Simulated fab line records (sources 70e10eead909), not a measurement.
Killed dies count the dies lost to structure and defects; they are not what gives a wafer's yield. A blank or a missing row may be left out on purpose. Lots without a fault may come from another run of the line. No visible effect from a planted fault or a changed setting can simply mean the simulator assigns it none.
The tool behind it: which one?	flow nand-harc	24 lots with 72 wafers sampled at 5 steps, on a route of 1302 steps

== WHAT EACH GAUGE READ, for each wafer ==
NHARC_A_CONTACT_CD_MEAS_15. Usual: cd-nm 189.9 nm, standard deviation 0.65.
lot	measured	on	cd-nm (nm)	flag
L076	day 22 15:53	cd-sem-03	190.0 190.7 190.8	
L075	day 22 17:49	cd-sem-02	189.9 190.2 190.5	
L074	day 22 21:58	cd-sem-02	190.4 190.3 191.0	
L079	day 25 01:13	cd-sem-02	189.8 189.8 189.3	
L078	day 25 04:08	cd-sem-01	189.7 190.6 190.1	
L081	day 25 08:08	cd-sem-02	190.4 189.7 190.2	
L077	day 25 09:47	cd-sem-02	190.9 191.2 191.1	
L080	day 25 10:59	cd-sem-02	189.8 189.3 189.3	
L082	day 25 20:55	cd-sem-01	189.9 190.3 190.4	
L083	day 26 11:17	cd-sem-02	190.8 191.2 190.4	
L084	day 27 04:53	cd-sem-03	189.0 190.0 189.7	
L085	day 27 19:13	cd-sem-01	189.8 189.9 189.8	
L088	day 28 08:47	cd-sem-03	190.6 190.4 190.6	
L087	day 28 12:47	cd-sem-01	190.2 190.6 190.2	
L089	day 28 14:38	cd-sem-01	189.5 190.3 189.5	
L086	day 28 17:36	cd-sem-02	189.2 189.9 190.1	
L090	day 28 21:38	cd-sem-03	189.6 189.8 189.8	
L092	day 29 12:22	cd-sem-01	189.5 189.2 189.2	
L091	day 29 23:47	cd-sem-03	190.1 190.3 190.1	
L094	day 30 05:47	cd-sem-02	190.7 190.0 190.9	
L093	day 30 09:37	cd-sem-03	191.0 189.6 190.0	
L095	day 31 16:08	cd-sem-01	190.0 188.3 188.7	
L096	day 31 17:51	cd-sem-02	190.1 191.1 189.6	
L097	day 32 01:40	cd-sem-01	189.6 189.8 189.4	

== TOOL THAT RAN EACH LOT (tool first, then ch and the chambers of the sampled wafers, then the start) ==
lot	NHARC_A_CONTACT_ETCH_124	NHARC_A_CONTACT_ETCH_128	NHARC_A_CONTACT_ETCH_97	NHARC_A_CONTACT_DEP_85
L076	har-cap-etch-03 ch 0,1, day 22 04:38	har-cap-etch-03 ch 0,1, day 22 05:22	rie-diel-01 ch 0,2,3, day 22 11:31 or earlier	pecvd-02 ch 1,2, day 22 11:31
L075	har-cap-etch-02 ch 0,1, day 22 07:31	har-cap-etch-02 ch 0,1, day 22 08:16	rie-diel-13 ch 1,3, day 22 13:51 or earlier	pecvd-01 ch 0,2, day 22 13:51
L074	har-cap-etch-03 ch 0,1, day 22 10:40	har-cap-etch-03 ch 0,1, day 22 11:24	rie-diel-13 ch 0,2, day 22 13:12	pecvd-02 ch 0,2, day 22 17:47
L079	har-cap-etch-01 ch 0,1, day 24 11:42	har-cap-etch-01 ch 0,1, day 24 12:25	rie-diel-13 ch 1,3, day 24 20:37 or earlier	pecvd-04 ch 1,2, day 24 20:37
L078	har-cap-etch-02 ch 0,1, day 24 14:37	har-cap-etch-02 ch 0,1, day 24 15:21	rie-diel-06 ch 1,3, day 24 17:11	pecvd-02 ch 0,1,2, day 24 22:38
L081	har-cap-etch-01 ch 0,1, day 24 17:24	har-cap-etch-01 ch 0,1, day 24 18:07	rie-diel-06 ch 0,1, day 24 19:58	pecvd-02 ch 0,1,2, day 25 03:36
L077	har-cap-etch-02 ch 0,1, day 25 00:07	har-cap-etch-02 ch 0,1, day 25 00:50	rie-diel-06 ch 0,1,3, day 25 02:35	pecvd-04 ch 0,1,2, day 25 05:32
L080	har-cap-etch-03 ch 0,1, day 25 01:20	har-cap-etch-03 ch 0,1, day 25 02:04	rie-diel-06 ch 0,1, day 25 03:50	pecvd-02 ch 0,1, day 25 06:47
L082	har-cap-etch-01 ch 1, day 25 10:38	har-cap-etch-01 ch 1, day 25 11:22	rie-diel-06 ch 0,3, day 25 16:49 or earlier	pecvd-01 ch 0,1,2, day 25 16:49
L083	har-cap-etch-01 ch 0,1, day 26 01:53	har-cap-etch-01 ch 0,1, day 26 02:37	rie-diel-06 ch 1,2, day 26 07:12 or earlier	pecvd-02 ch 0,1, day 26 07:12
L084	har-cap-etch-03 ch 0,1, day 26 18:49	har-cap-etch-03 ch 0,1, day 26 19:32	rie-diel-06 ch 0,3, day 27 00:47 or earlier	pecvd-02 ch 0,1,2, day 27 00:47
L085	har-cap-etch-03 ch 0,1, day 27 06:24	har-cap-etch-03 ch 0,1, day 27 07:07	rie-diel-01 ch 2,3, day 27 08:51	pecvd-02 ch 0,1, day 27 14:48
L088	har-cap-etch-01 ch 0,1, day 27 23:23	har-cap-etch-01 ch 0,1, day 28 00:07	rie-diel-06 ch 1,3, day 28 04:40 or earlier	pecvd-04 ch 0,1, day 28 04:40
L087	har-cap-etch-02 ch 0,1, day 28 00:35	har-cap-etch-02 ch 0,1, day 28 01:18	rie-diel-06 ch 1,2,3, day 28 08:14 or earlier	pecvd-01 ch 1,2, day 28 08:14
L089	har-cap-etch-03 ch 0,1, day 28 04:00	har-cap-etch-03 ch 0,1, day 28 04:58	rie-diel-13 ch 1,2, day 28 10:31 or earlier	pecvd-02 ch 1,2, day 28 10:31
L086	har-cap-etch-01 ch 1, day 28 06:15	har-cap-etch-01 ch 1, day 28 06:59	rie-diel-13 ch 0,1,2, day 28 13:19 or earlier	pecvd-04 ch 0,1,2, day 28 13:19
L090	har-cap-etch-01 ch 0,1, day 28 12:03	har-cap-etch-01 ch 0,1, day 28 12:47	rie-diel-13 ch 1,2,3, day 28 17:29 or earlier	pecvd-02 ch 1,2, day 28 17:29
L092	har-cap-etch-02 ch 0,1, day 28 22:13	har-cap-etch-02 ch 0,1, day 28 22:56	rie-diel-06 ch 0,2, day 29 00:47	pecvd-01 ch 0,1,2, day 29 08:12
L091	har-cap-etch-02 ch 0,1, day 29 14:10	har-cap-etch-02 ch 0,1, day 29 14:53	rie-diel-01 ch 0,1, day 29 19:37 or earlier	pecvd-02 ch 0,2, day 29 19:37
L094	har-cap-etch-01 ch 0,1, day 29 20:14	har-cap-etch-01 ch 0,1, day 29 20:58	rie-diel-13 ch 0,1, day 30 01:40 or earlier	pecvd-02 ch 0,2, day 30 01:40
L093	har-cap-etch-02 ch 0,1, day 29 23:53	har-cap-etch-02 ch 0,1, day 30 00:46	rie-diel-06 ch 1,2,3, day 30 05:19 or earlier	pecvd-04 ch 1,2, day 30 05:19
L095	har-cap-etch-02 ch 0,1, day 31 06:46	har-cap-etch-02 ch 0,1, day 31 07:28	rie-diel-06 ch 2,3, day 31 12:05 or earlier	pecvd-02 ch 1,2, day 31 12:05
L096	har-cap-etch-01 ch 0,1, day 31 07:58	har-cap-etch-01 ch 0,1, day 31 08:41	rie-diel-01 ch 0,1,3, day 31 13:45 or earlier	pecvd-02 ch 0,1, day 31 13:45
L097	har-cap-etch-01 ch 0,1, day 31 16:26	har-cap-etch-01 ch 0,1, day 31 17:10	rie-diel-06 ch 0,3, day 31 21:41 or earlier	pecvd-04 ch 0,1,2, day 31 21:41
- NHARC_A_CONTACT_ETCH_124: etches the open film in C4F8/O2/Ar, time 140 s, target depth 700 nm.
- NHARC_A_CONTACT_ETCH_128: etches the open film in C4F8/O2/Ar, time 197 s, target depth 1918 nm.
- NHARC_A_CONTACT_ETCH_97: etches the open film in C4F6/O2, target depth 20 nm, time 10 s.
- NHARC_A_CONTACT_DEP_85: deposits SiON, target thk 60 nm.

== AS READ BY THE TOOLS THEMSELVES (means over the sampled wafers that have a number; for cases with no such wafer, the mark the record gives instead) ==
NHARC_A_CONTACT_ETCH_97. Usual: drypump-motor-current-A 5.7 A, standard deviation 0.43; oes-product-au 0.948 a.u., standard deviation 0.022; rf-vpp-V 545.4 V, standard deviation 2.7; showerhead-plenum-p-Torr 3.85 Torr, standard deviation 0.12; throttle-valve-pct 26.904 %, standard deviation 0.009.
lot	tool	drypump-motor-current-A (A)	oes-product-au (a.u.)	rf-vpp-V (V)	showerhead-plenum-p-Torr (Torr)	throttle-valve-pct (%)	flag
L076	rie-diel-01	6.0	0.953	545.4	3.83	26.904	
L075	rie-diel-13	5.3	0.937	544.7	3.82	26.909	
L074	rie-diel-13	6.0	0.956	550.6	4.08	26.901	
L079	rie-diel-13	5.4	0.943	545.6	3.92	26.901	
L078	rie-diel-06	5.5	0.936	545.5	3.86	26.897	
L081	rie-diel-06	5.7	0.938	543.4	3.78	26.898	
L077	rie-diel-06	5.7	0.939	544.5	3.81	26.894	
L080	rie-diel-06	5.7	0.933	544.4	3.77	26.893	
L082	rie-diel-06	6.0	0.932	545.1	3.79	26.897	
L083	rie-diel-06	5.5	0.932	544.0	3.79	26.903	
L084	rie-diel-06	6.0	0.933	544.8	3.83	26.915	
L085	rie-diel-01	6.2	0.953	541.9	3.72	26.906	
L088	rie-diel-06	5.2	0.943	545.2	3.83	26.898	
L087	rie-diel-06	5.5	0.947	544.0	3.82	26.905	
L089	rie-diel-13	5.9	1.000	549.9	4.07	26.909	
L086	rie-diel-13	5.9	0.929	549.1	4.03	26.901	
L090	rie-diel-13	5.6	0.947	547.5	3.93	26.895	
L092	rie-diel-06	5.9	1.000	543.6	3.76	26.917	
L091	rie-diel-01	5.8	1.007	548.4	3.97	26.896	
L094	rie-diel-13	5.7	0.941	548.4	3.99	26.898	
L093	rie-diel-06	5.5	0.937	544.6	3.81	26.904	
L095	rie-diel-06	5.8	0.931	543.8	3.79	26.899	
L096	rie-diel-01	6.0	0.953	545.4	3.85	26.911	
L097	rie-diel-06	6.0	0.926	544.5	3.81	26.903	

NHARC_A_CONTACT_DEP_85. Usual: heater-power-w 790 W, standard deviation 68.
lot	tool	heater-power-w (W)	flag
L076	pecvd-02	799	
L075	pecvd-01	705	
L074	pecvd-02	792	
L079	pecvd-04	891	
L078	pecvd-02	755	
L081	pecvd-02	798	
L077	pecvd-04	873	
L080	pecvd-02	748	
L082	pecvd-01	723	
L083	pecvd-02	705	
L084	pecvd-02	747	
L085	pecvd-02	738	
L088	pecvd-04	892	
L087	pecvd-01	829	
L089	pecvd-02	752	
L086	pecvd-04	849	
L090	pecvd-02	814	
L092	pecvd-01	742	
L091	pecvd-02	801	
L094	pecvd-02	801	
L093	pecvd-04	838	
L095	pecvd-02	755	
L096	pecvd-02	750	
L097	pecvd-04	814	

== THE ANSWER, worked out from the rows above alone ==
Rule: lot off if the mean of its wafers having a number is beyond 3 standard deviations from the usual mean. A lot without any number at a reading at which 4 lots or more have one is off too. All remaining lots with rows at the step are treated as sound. After the gauges, taken in route order, come the tools' own readings; for these a lot's mean is taken, as printed above. At the first step where some lot is off, the reading lying furthest off is the one used; lots without a number count as furthest.
No lot is off at any reading shown: from this, nothing can be told.

== WHAT THE SIMULATOR HAD PUT IN ==
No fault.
